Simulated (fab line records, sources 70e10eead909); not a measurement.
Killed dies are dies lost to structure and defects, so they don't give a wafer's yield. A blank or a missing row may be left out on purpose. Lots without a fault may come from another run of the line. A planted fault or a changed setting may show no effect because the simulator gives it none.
fab line records | flow nand_harc | part 1 of 2: steps 1 to 4 of 6
record lots=21 wafers=63 last_day=25
route steps=1159 shown A_CONTACT@924 A_BLC@982
lots that met no fault: from a run of the same line without faults
start_h: hours from the record's first day to the start of the lot's first wafer shown | wait_h: hours since the lot's step before | " the same as in the row above | L1.1+2: a row that stands for several wafers | - no value, or no start given | * or withheld: withheld | < > ~ a bound
route shown NAME@n: a module of which the file shows steps, and the number in the route of the first | usual: mean/standard deviation of fault-free wafers | same: alike in all rows | chamber/n: place in a boat | sites: the reading at each site | _std_site: their standard deviation | _edge_site: outer sites' mean less inner sites' | radius_mm: how far each site lies from the wafer's centre | mask NAME#n: copy n | behind: the tool/chamber that last shaped the wafer | hold: why the lot was held/for how many hours/how that ended | device: the transistor (n, p or np) that didn't switch | end of line: the same wafers' tests at the end of the route | a step without rows: its recipe alone | killed: dies lost to structure and defects at the first sort, not the wafer's yield | map: a wafer's dies, x killed, . not, _ none there
set.NAME: the setting as run; set.NAME@STEP: as run at that earlier step | model.NAME: the simulator's own value behind a step, which no gauge read
steps of the route over a sample of lots; a table a step, a row a wafer
services: from which hour (start_h, from the record's first day; less than 0 if before it) a tool's chamber was out of use, for how many hours, and why
## steps
# step NHARC_A_CONTACT_DEP_85
# recipe target_thk_a=500 target_thk_nm=50 temp_c=400 pressure_torr=3.5 flow_sccm=200 rf_w=350 material=SiON
# usual heater_power_w=750/100 showerhead_vpp_V=1145/51 susceptor_temp_C=400.01/0.23
# columns lot.wafer tool chamber start_h wait_h heater_power_w showerhead_vpp_V susceptor_temp_C
L074.2 pecvd-01 2 386.41 0.8 733 1131 399.66
L074.1 " 1 " " 760 1180 400.02
L074.5 " 1 " " 783 1151 399.95
L077.6 pecvd-02 0 397.28 0.1 947 1177 399.79
L077.4 " 1 " " 559 1118 399.68
L077.5 " 2 " " 831 1073 399.72
L078.3 pecvd-01 1 404.71 0.6 889 1160 400.22
L078.1 " 0 " " 646 1224 400.38
L078.4 " 2 " " 671 1108 399.95
L079.1 pecvd-02 0 409.26 1.0 952 1191 400.12
L079.5 " 1 " " 528 1106 399.84
L079.4 " 2 " " 843 1066 400.26
L080.1 pecvd-02 1 422.87 1.0 616 1114 400.14
L080.3 " 2 " " 796 1064 400.17
L080.4 " 2 " " 811 1070 400.62
L081.1 pecvd-02 1 430.36 1.1 643 1106 399.91
L081.3 " 2 " " 774 1074 399.63
L081.6 " 1 " " 655 1101 399.64
L082.2 pecvd-04 2 439.26 0.9 813 1098 399.68
L082.1 " 0 " " 716 1175 400.05
L082.4 " 2 " " 827 1128 399.93
L084.4 pecvd-02 2 441.45 0.5 728 1061 399.95
L084.5 " 0 " " 923 1164 400.13
L084.6 " 1 " " 626 1097 400.08
L085.1 pecvd-01 0 445.44 1.1 621 1256 400.27
L085.4 " 0 " " 626 1257 400.15
L085.5 " 1 " " 743 1175 399.68
L086.3 pecvd-02 1 451.57 0.6 565 1099 399.91
L086.1 " 0 " " 778 1164 400.27
L086.5 " 2 " " 794 1054 399.78
L088.3 pecvd-04 2 453.63 0.7 840 1131 400.03
L088.1 " 0 " " 768 1168 400.06
L088.5 " 2 " " 837 1124 399.77
L087.1 pecvd-04 2 454.28 1.1 796 1120 400.49
L087.5 " 0 " " 726 1147 399.53
L087.6 " 2 " " 795 1123 400.46
L089.2 pecvd-02 1 493.55 0.9 607 1136 399.86
L089.1 " 2 " " 732 1089 400.28
L089.6 " 2 " " 753 1075 400.18
L092.2 pecvd-02 0 493.80 0.9 944 1160 400.37
L092.1 " 1 " " 610 1103 400.03
L092.3 " 2 " " 813 1078 399.86
L090.3 pecvd-01 2 497.08 0.7 781 1094 399.80
L090.1 " 0 " " 580 1245 400.22
L090.6 " 1 " " 824 1181 399.77
L091.4 pecvd-02 2 499.26 0.7 807 1087 400.53
L091.5 " 0 " " 835 1172 399.69
L091.6 " 1 " " 628 1107 399.71
L093.2 pecvd-01 0 503.96 0.9 643 1275 399.88
L093.3 " 1 " " 776 1190 400.06
L093.6 " 0 " " 636 1243 399.70
L094.2 pecvd-04 0 507.71 0.9 691 1147 400.10
L094.5 " 1 " " 652 1201 400.08
L094.4 " 2 " " 764 1138 400.00
L096.3 pecvd-02 0 510.70 0.6 851 1169 399.74
L096.2 " 1 " " 640 1129 400.44
L096.1 " 2 " " 824 1081 399.83
L095.3 pecvd-04 2 515.63 0.7 733 1126 400.14
L095.5 " 2 " " 707 1108 399.95
L095.6 " 0 " " 758 1153 400.19
L097.3 pecvd-04 1 525.01 0.7 685 1171 400.28
L097.6 " 0 " " 737 1150 400.02
L097.4 " 1 " " 665 1210 400.23
# step NHARC_A_CONTACT_ETCH_31
# recipe target_depth_a=20000 over_etch_frac=0.3 time_s=520 ion_energy_ev=150 o2_flow_sccm=400 cos_flow_sccm=20 ar_flow_sccm=0 rf_w=500 bias_w=300 chemistry=O2/COS
# usual chamber_pressure_mTorr=19.999/0.02 drypump_motor_current_A=5.8/0.5 oes_product_au=0.996/0.012 rf_vpp_V=313.7/1.7 showerhead_plenum_p_Torr=3.09/0.1 throttle_valve_pct=28.331/0.0094
# columns lot.wafer tool chamber start_h wait_h chamber_pressure_mTorr drypump_motor_current_A oes_product_au rf_hours_counter_h rf_vpp_V showerhead_plenum_p_Torr throttle_valve_pct
L074.1 rie_diel-04 3 - - 20.030 6.6 1.009 18 316.3 3.24 28.330
L074.2 " 0 " " 20.021 4.8 1.009 19 311.8 2.94 28.339
L074.5 " 0 " " 20.025 4.8 1.017 - 312.3 2.94 28.337
L077.4 rie_diel-04 0 - - 19.998 4.8 1.006 21 312.0 2.94 28.335
L077.6 " 1 " " 19.988 5.7 0.992 - 315.4 3.19 28.345
L077.5 " 2 " " 20.017 5.7 1.005 - 311.8 3.02 28.351
L078.3 rie_diel-02 2 - - 19.998 5.7 0.975 23 315.0 3.14 28.328
L078.1 " 3 " " 20.012 5.3 0.989 23 313.3 3.06 28.345
L078.4 " 0 " " 19.980 6.0 0.991 26 311.9 2.98 28.328
L079.1 rie_diel-04 1 - - 20.006 5.7 0.977 20 314.5 3.19 28.337
L079.5 " 2 " " 19.970 5.7 0.998 - 312.0 3.02 28.318
L079.4 " 0 " " 19.996 4.8 0.999 - 312.8 2.94 28.324
L080.3 rie_diel-02 1 - - 19.976 6.2 1.007 34 313.8 3.07 28.321
L080.4 " 3 " " 20.018 5.3 0.989 31 313.0 3.05 28.332
L080.1 " 0 " " 20.019 6.0 0.996 33 312.0 2.98 28.341
L081.1 rie_diel-07 3 - - 20.020 6.2 0.999 5 315.5 3.25 28.319
L081.3 " 0 " " 19.985 5.5 1.011 6 316.5 3.20 28.339
L081.6 " 0 " " 20.009 5.5 1.008 - 314.6 3.20 28.318
L082.1 rie_diel-02 2 - - 20.011 5.8 0.972 38 313.6 3.13 28.330
L082.2 " 0 " " 19.975 6.0 0.980 38 310.0 2.97 28.323
L082.4 " 1 " " 20.003 6.2 1.000 41 313.6 3.07 28.332
L084.4 rie_diel-07 3 - - 19.984 6.2 1.001 9 315.0 3.25 28.322
L084.5 " 0 " " 19.971 5.5 1.003 - 316.1 3.20 28.328
L084.6 " 1 " " 19.999 5.7 1.003 - 314.9 3.16 28.339
L085.4 rie_diel-04 1 - - 20.010 5.7 0.995 29 315.6 3.19 28.332
L085.1 " 2 " " 20.011 5.8 0.985 28 312.1 3.02 28.333
L085.5 " 0 " " 20.007 4.8 1.008 - 310.6 2.94 28.324
L086.1 rie_diel-02 2 - - 19.995 5.8 0.974 44 312.7 3.12 28.317
L086.3 " 0 " " 19.960 6.0 0.987 43 311.8 2.97 28.334
L086.5 " 2 " " 19.990 5.8 0.976 - 313.4 3.12 28.334
L088.1 rie_diel-02 2 - - 19.972 5.8 0.976 45 312.3 3.12 28.328
L088.3 " 1 " " 20.021 6.2 1.007 47 311.8 3.07 28.318
L088.5 " 3 " " 20.008 5.3 0.982 - 312.1 3.05 28.335
L087.1 rie_diel-04 3 - - 20.001 6.6 1.003 27 315.9 3.24 28.322
L087.6 " 3 " " 19.971 6.6 1.014 - 315.6 3.24 28.340
L087.5 " 0 " " 19.971 4.9 1.007 - 311.4 2.94 28.333
L089.1 rie_diel-02 0 - - 19.968 6.0 0.993 58 311.0 2.97 28.330
L089.2 " 1 " " 19.995 6.2 1.015 60 312.4 3.06 28.318
L089.6 " 2 " " 19.957 5.8 0.989 - 313.4 3.12 28.342
L092.2 rie_diel-07 2 - - 20.000 6.0 1.011 30 314.3 3.09 28.327
L092.3 " 3 " " 20.077 6.2 0.990 27 316.6 3.24 28.345
L092.1 " 1 " " 19.975 5.6 1.000 29 314.7 3.15 28.340
L090.3 rie_diel-04 0 - - 19.990 4.8 0.994 6 311.6 2.93 28.332
L090.1 " 1 " " 20.002 5.7 0.989 5 315.1 3.19 28.324
L090.6 " 1 " " 19.983 5.7 0.978 - 315.3 3.19 28.335
L091.4 rie_diel-04 1 - - 20.003 5.7 0.993 6 314.3 3.18 28.321
L091.6 " 3 " " 20.012 6.6 1.001 - 317.0 3.23 28.336
L091.5 " 0 " " 20.027 4.8 1.011 - 312.4 2.93 28.326
L093.3 rie_diel-07 2 - - 19.994 5.9 1.012 35 315.5 3.09 28.327
L093.2 " 3 " " 19.983 6.1 0.998 33 314.2 3.23 28.314
L093.6 " 3 " " 20.017 6.2 0.987 - 316.8 3.23 28.331
L094.4 rie_diel-04 3 - - 19.977 6.5 0.992 8 316.5 3.23 28.316
L094.2 " 0 " " 20.015 4.8 1.009 8 312.2 2.93 28.324
L094.5 " 2 " " 20.034 5.7 0.992 - 313.5 3.01 28.336
L096.3 rie_diel-04 3 - - 20.034 6.6 0.994 9 316.9 3.23 28.326
L096.2 " 0 " " 20.009 4.8 1.003 8 311.5 2.93 28.335
L096.1 " 1 " " 20.022 5.7 0.996 8 314.6 3.18 28.321
L095.3 rie_diel-02 0 - - 19.993 6.0 0.999 1 312.2 2.96 28.325
L095.6 " 3 " " 20.008 5.3 1.004 - 313.7 3.04 28.332
L095.5 " 0 " " 20.006 6.0 0.997 - 309.7 2.96 28.352
L097.3 rie_diel-04 0 - - 20.009 4.9 1.014 11 311.1 2.93 28.320
L097.4 " 1 " " 19.997 5.7 0.998 11 315.6 3.18 28.347
L097.6 " 3 " " 19.977 6.6 1.003 - 316.2 3.23 28.333
# step NHARC_A_CONTACT_ETCH_98
# recipe target_depth_a=200 over_etch_frac=0.5 time_s=10 ion_energy_ev=250 c4f6_flow_sccm=25 o2_flow_sccm=20 ar_flow_sccm=500 rf_w=600 bias_w=500 chemistry=C4F6/O2
# usual chamber_pressure_mTorr=30.002/0.021 drypump_motor_current_A=5.7/0.5 oes_product_au=0.960/0.026 rf_vpp_V=546.6/2.9 showerhead_plenum_p_Torr=3.92/0.13 throttle_valve_pct=26.905/0.0084
# columns lot.wafer tool chamber start_h wait_h chamber_pressure_mTorr drypump_motor_current_A oes_product_au rf_hours_counter_h rf_vpp_V showerhead_plenum_p_Torr throttle_valve_pct
L074.2 rie_diel-07 2 - - 29.970 5.9 0.946 56 545.3 3.90 26.915
L074.1 " 0 " " 29.996 5.5 0.939 54 548.6 4.03 26.902
L074.5 " 2 " " 30.028 5.9 0.941 - 546.8 3.90 26.908
L077.4 rie_diel-04 0 - - 30.010 4.9 0.957 22 541.2 3.71 26.905
L077.6 " 1 " " 30.012 5.7 0.936 - 548.4 4.01 26.910
L077.5 " 2 " " 30.013 5.7 0.935 - 544.5 3.80 26.909
L078.3 rie_diel-04 2 407.87 0.1 29.990 5.7 0.942 19 543.6 3.80 26.915
L078.1 " 1 " " 29.981 5.7 0.929 19 549.8 4.01 26.910
L078.4 " 2 " " 29.984 5.7 0.955 - 543.1 3.80 26.908
L079.1 rie_diel-04 0 412.97 0.3 29.979 4.9 0.984 24 541.2 3.70 26.915
L079.4 " 2 " " 30.015 5.7 0.978 - 544.9 3.80 26.909
L079.5 " 0 " " 29.965 4.8 0.993 - 543.4 3.70 26.924
L080.4 rie_diel-07 1 - - 29.964 5.7 1.015 3 546.5 3.98 26.914
L080.1 " 3 " " 30.005 6.2 0.994 2 549.6 4.08 26.911
L080.3 " 0 " " 30.012 5.6 1.015 3 549.4 4.03 26.907
L081.3 rie_diel-07 1 - - 30.007 5.7 0.964 7 547.4 3.98 26.897
L081.1 " 3 " " 29.991 6.2 0.948 5 551.2 4.08 26.908
L081.6 " 2 " " 29.993 6.0 0.952 - 545.0 3.90 26.909
L082.2 rie_diel-07 1 - - 29.963 5.7 0.964 9 547.5 3.97 26.904
L082.1 " 2 " " 29.990 5.9 0.968 9 546.2 3.89 26.909
L082.4 " 3 " " 29.966 6.2 0.966 8 551.4 4.07 26.923
L084.4 rie_diel-04 0 - - 30.005 4.9 1.003 32 541.2 3.70 26.890
L084.5 " 3 " " 29.999 6.5 1.007 - 549.7 4.06 26.901
L084.6 " 0 " " 29.993 4.9 1.002 - 540.6 3.70 26.901
L085.1 rie_diel-04 2 448.51 0.2 29.992 5.8 0.971 28 542.9 3.80 26.899
L085.4 " 2 " " 30.013 5.8 0.976 - 544.8 3.80 26.908
L085.5 " 1 " " 30.031 5.8 0.965 - 549.2 4.00 26.913
L086.1 rie_diel-04 1 - - 29.998 5.7 0.995 30 548.7 4.00 26.908
L086.3 " 3 " " 30.010 6.7 1.003 27 549.1 4.06 26.896
L086.5 " 0 " " 29.983 4.9 0.944 - 541.1 3.70 26.892
L088.1 rie_diel-04 1 - - 30.019 5.7 0.932 30 547.9 4.00 26.910
L088.3 " 2 " " 29.986 5.8 0.923 30 543.2 3.80 26.903
L088.5 " 1 " " 29.992 5.7 0.926 - 547.0 4.00 26.923
L087.1 rie_diel-04 1 - - 30.007 5.7 0.919 30 548.9 4.00 26.897
L087.5 " 0 " " 30.013 4.9 0.945 - 540.6 3.70 26.896
L087.6 " 1 " " 30.070 5.7 0.925 - 547.6 4.00 26.903
L089.2 rie_diel-07 0 - - 30.005 5.6 0.992 28 547.8 4.01 26.910
L089.1 " 1 " " 30.009 5.7 1.004 29 547.6 3.96 26.902
L089.6 " 3 " " 30.025 6.2 0.989 - 548.7 4.06 26.909
L092.3 rie_diel-07 0 - - 30.018 5.5 0.941 28 548.5 4.01 26.917
L092.1 " 1 " " 30.017 5.7 0.943 30 547.9 3.96 26.908
L092.2 " 3 " " 29.992 6.2 0.941 28 549.4 4.06 26.902
L090.1 rie_diel-04 2 - - 30.041 5.8 0.941 5 544.7 3.79 26.900
L090.3 " 3 " " 29.978 6.5 0.952 6 548.8 4.06 26.916
L090.6 " 1 " " 29.987 5.7 0.966 - 549.5 4.00 26.901
L091.4 rie_diel-04 2 - - 29.983 5.8 0.917 5 542.7 3.79 26.901
L091.5 " 3 " " 29.999 6.5 0.943 - 549.7 4.06 26.905
L091.6 " 0 " " 30.025 4.9 0.959 - 542.5 3.69 26.904
L093.3 rie_diel-04 1 - - 30.009 5.7 0.944 7 548.3 4.00 26.918
L093.2 " 2 " " 30.000 5.8 0.937 7 544.3 3.79 26.908
L093.6 " 0 " " 30.019 4.8 0.954 - 540.1 3.69 26.910
L094.2 rie_diel-04 2 - - 30.017 5.8 0.936 7 544.6 3.79 26.912
L094.4 " 3 " " 29.982 6.6 0.943 8 548.6 4.06 26.890
L094.5 " 2 " " 30.007 5.8 0.942 - 543.0 3.79 26.903
L096.1 rie_diel-04 0 - - 29.998 4.8 0.956 9 543.2 3.69 26.904
L096.3 " 1 " " 29.982 5.7 0.946 9 547.6 4.00 26.903
L096.2 " 3 " " 29.984 6.5 0.935 10 547.9 4.06 26.909
L095.3 rie_diel-04 3 - - 29.987 6.5 0.937 10 548.7 4.06 26.913
L095.5 " 0 " " 30.014 4.9 0.960 - 542.6 3.69 26.910
L095.6 " 1 " " 29.988 5.7 0.941 - 547.9 4.00 26.898
L097.4 rie_diel-07 1 - - 30.023 5.7 1.011 43 547.8 3.96 26.896
L097.3 " 0 " " 29.978 5.5 1.011 41 547.8 4.00 26.904
L097.6 " 1 " " 30.016 5.7 1.006 - 548.0 3.96 26.912
# step NHARC_A_CONTACT_CD_MEAS_15
# usual cd_nm=90.1/0.58
# columns lot.wafer tool chamber start_h wait_h cd_nm
L074.1 cd_sem-01 - 389.52 - 89.7
L074.2 " - " " 88.6
L074.5 " - " " 88.6
L077.4 cd_sem-03 - 400.32 - 90.1
L077.5 " - " " 89.3
L077.6 " - " " 89.5
L078.1 cd_sem-01 - 407.95 - 89.2
L078.3 " - " " 90.3
L078.4 " - " " 89.9
L079.1 cd_sem-02 - 413.05 - 90.4
L079.4 " - " " 89.8
L079.5 " - " " 90.6
L080.1 cd_sem-02 - 426.14 - 91.2
L080.3 " - " " 90.4
L080.4 " - " " 90.7
L081.1 cd_sem-01 - 433.57 - 90.4
L081.3 " - " " 90.3
L081.6 " - " " 89.8
L082.1 cd_sem-02 - 442.50 - 90.5
L082.2 " - " " 91.2
L082.4 " - " " 91.1
L084.4 cd_sem-01 - 444.71 - 90.1
L084.5 " - " " 89.3
L084.6 " - " " 90.2
L085.1 cd_sem-01 - 448.59 - 89.1
L085.4 " - " " 89.4
L085.5 " - " " 89.3
L086.1 cd_sem-03 - 454.66 - 89.9
L086.3 " - " " 89.5
L086.5 " - " " 89.8
L088.1 cd_sem-03 - 456.91 - 89.1
L088.3 " - " " 89.8
L088.5 " - " " 89.7
L087.1 cd_sem-02 - 457.31 - 88.8
L087.5 " - " " 89.7
L087.6 " - " " 90.3
L089.1 cd_sem-03 - 497.21 - 90.0
L089.2 " - " " 89.9
L089.6 " - " " 90.6
L092.1 cd_sem-03 - 497.72 - 90.7
L092.2 " - " " 91.0
L092.3 " - " " 90.4
L090.1 cd_sem-03 - 500.15 - 90.1
L090.3 " - " " 91.5
L090.6 " - " " 90.5
L091.4 cd_sem-03 - 502.71 - 89.4
L091.5 " - " " 89.7
L091.6 " - " " 90.2
L093.2 cd_sem-01 - 507.62 - 90.1
L093.3 " - " " 89.6
L093.6 " - " " 90.4
L094.2 cd_sem-01 - 510.86 - 90.3
L094.4 " - " " 89.9
L094.5 " - " " 90.7
L096.1 cd_sem-01 - 514.02 - 89.8
L096.2 " - " " 90.6
L096.3 " - " " 89.7
L095.3 cd_sem-03 - 518.87 - 91.1
L095.5 " - " " 90.3
L095.6 " - " " 89.7
L097.3 cd_sem-01 - 528.18 - 90.0
L097.4 " - " " 90.4
L097.6 " - " " 90.4
